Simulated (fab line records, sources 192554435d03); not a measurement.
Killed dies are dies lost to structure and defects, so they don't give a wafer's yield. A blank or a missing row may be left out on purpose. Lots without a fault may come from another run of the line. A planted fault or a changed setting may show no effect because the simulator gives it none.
Split-lot experiment | flow n5_finfet | 7 lots, 39 wafers read, on a route of 1938 steps

THE SPLIT
At N5_BEOL_M6_ILD_DEP_00 (deposits SiCOH lowk from DEMS/porogen, target thk 179.75 nm, time 33.4 s), the setting target_thk_a was moved away from the recipe's 1797.5 angstrom on 15 of the 39 wafers read, by -38.6% to +52.9%. The other wafers ran this setting at the recipe's value.

FROM THE SPLIT TO THE READING: what the file shows between them, 1 step
- N5_BEOL_M6_CURE_74: cures SiCOH lowk, time 240 s

THE READING
M6_ILD_THK, in nm, at N5_BEOL_M6_THK_MEAS_01. Fault-free wafers of this fab line usually give 157.0 nm, standard deviation 2.5 nm.

wafer  | tool, chamber at the split | target_thk_a as run, angstrom | against the recipe | M6_ILD_THK, nm | against lot-mates on the recipe
L078.1 | pecvd-04, 0                | 1213                          | -32.5%             | 108.0          | -51.3
L078.2 | pecvd-04, 1                | 1797.5                        | recipe             | 158.7          | -
L078.3 | pecvd-04, 2                | 1213                          | -32.5%             | 106.0          | -53.3
L078.4 | pecvd-04, 0                | 1797.5                        | recipe             | 159.1          | -
L078.5 | pecvd-04, 1                | 1797.5                        | recipe             | 160.2          | -
L078.6 | pecvd-04, 2                | 1213                          | -32.5%             | 108.3          | -51.0
L084.1 | pecvd-03, 2                | 1797.5                        | recipe             | 158.2          | -
L084.2 | pecvd-03, 0                | 1797.5                        | recipe             | 153.8          | -
L084.3 | pecvd-03, 1                | 1797.5                        | recipe             | 155.7          | -
L084.4 | pecvd-03, 2                | 1797.5                        | recipe             | 160.8          | -
L084.5 | pecvd-03, 0                | 1797.5                        | recipe             | 156.0          | -
L084.6 | pecvd-03, 1                | 1797.5                        | recipe             | 157.1          | -
L083.1 | pecvd-04, 2                | 2749                          | +52.9%             | 237.9          | +80.5
L083.2 | pecvd-04, 1                | 2749                          | +52.9%             | 235.8          | +78.4
L083.3 | pecvd-04, 0,2              | 1797.5                        | recipe             | 156.6          | -
L083.4 | pecvd-04, 1                | 2749                          | +52.9%             | 241.9          | +84.5
L083.5 | pecvd-04, 0,2              | 1797.5                        | recipe             | 156.7          | -
L083.6 | pecvd-04, 0                | 1797.5                        | recipe             | 158.9          | -
L090.1 | pecvd-01, 1                | 1797.5                        | recipe             | 152.1          | -
L090.3 | pecvd-01, 2                | 1797.5                        | recipe             | 153.1          | -
L090.5 | pecvd-01, 2                | 1797.5                        | recipe             | 154.1          | -
L095.1 | pecvd-04, 0,1              | 1797.5                        | recipe             | 158.3          | -
L095.2 | pecvd-04, 2                | 1103                          | -38.6%             | 98.4           | -60.8
L095.3 | pecvd-04, 0,1              | 1797.5                        | recipe             | 158.4          | -
L095.4 | pecvd-04, 1                | 1103                          | -38.6%             | 100.8          | -58.4
L095.5 | pecvd-04, 2                | 1797.5                        | recipe             | 161.0          | -
L095.6 | pecvd-04, 0                | 1103                          | -38.6%             | 100.6          | -58.6
L096.1 | pecvd-04, 0                | 2642                          | +47.0%             | 229.1          | +72.1
L096.2 | pecvd-04, 1                | 2642                          | +47.0%             | 229.1          | +72.1
L096.3 | pecvd-04, 2                | 2642                          | +47.0%             | 227.4          | +70.4
L096.4 | pecvd-04, 0                | 1797.5                        | recipe             | 156.2          | -
L096.5 | pecvd-04, 2                | 1797.5                        | recipe             | 157.1          | -
L096.6 | pecvd-04, 1                | 1797.5                        | recipe             | 157.6          | -
L097.1 | pecvd-04, 2                | 2580                          | +43.5%             | 224.6          | +65.5
L097.2 | pecvd-04, 0                | 2580                          | +43.5%             | 226.3          | +67.2
L097.3 | pecvd-04, 1                | 1797.5                        | recipe             | 159.1          | -
L097.4 | pecvd-04, 1                | 2580                          | +43.5%             | 227.6          | +68.5
L097.5 | pecvd-04, 0                | 1797.5                        | recipe             | 158.1          | -
L097.6 | pecvd-04, 2                | 1797.5                        | recipe             | 160.2          | -
Where a row lists several chambers, the file gives one row for several wafers and doesn't say which wafer went through which chamber.

THE FIT
A straight line over all 39 wafers: M6_ILD_THK changes by +1.53 nm for each +1% of target_thk_a; r = +1.00; the points scatter about the line by 2.2 nm.
The same after taking each lot's own level away (the mean of its wafers on the recipe; 39 wafers): +1.54 nm for each +1%; r = +1.00; scatter 1.5 nm.
On that fit, the largest move of target_thk_a shifts the reading by 82 nm.
The lots' own levels span 153.10 to 159.33 nm, that is 2.5 times the standard deviation above.
So the lot-to-lot level changes the slope little: the two slopes agree.
Check: with one of the wafers moved furthest among these (+52.9%) left out of the fit, the line predicts +81.5 nm for it against its lot-mates. It came out at +80.5 nm against them.

OTHER SPLITS ON THESE WAFERS
These wafers also went through other splits before the reading. Each is held against what the fit with the lots' levels taken away leaves over:
other split on the same wafers    | wafers away from the commonest value | r with M6_ILD_THK (lot level and that fit taken away)
N5_BEOL_M3_ETCH_41 target_depth_a | 18                                   | -0.01
N5_BEOL_M3_DEP_57 time_s          | 15                                   | +0.04

THE WHOLE CHAIN: every reading that the file lists as answering this split, in the file's order
step                   | what it does                                                             | reading                                                                                  | change (the file's fit)              | r (the file's)
N5_BEOL_M6_ILD_DEP_00  | deposits SiCOH lowk from DEMS/porogen, target thk 179.75 nm, time 33.4 s | SiCOH_lowk_of_BEOL_M6_ILD_DEP_00.thk_nm (the simulator's own value, which no gauge read) | +1.76 nm for each +1% of the setting | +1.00
N5_BEOL_M6_CURE_74     | cures SiCOH lowk, time 240 s                                             | SiCOH_lowk_of_BEOL_M6_ILD_DEP_00.thk_nm (the simulator's own value, which no gauge read) | +1.54 nm for each +1% of the setting | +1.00
N5_BEOL_M6_THK_MEAS_01 |                                                                          | M6_ILD_THK                                                                               | +1.54 for each +1% of the setting    | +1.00

THE FILE'S OWN FIT
M6_ILD_THK changes by +1.54 nm for each +1% of target_thk_a, r = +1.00.
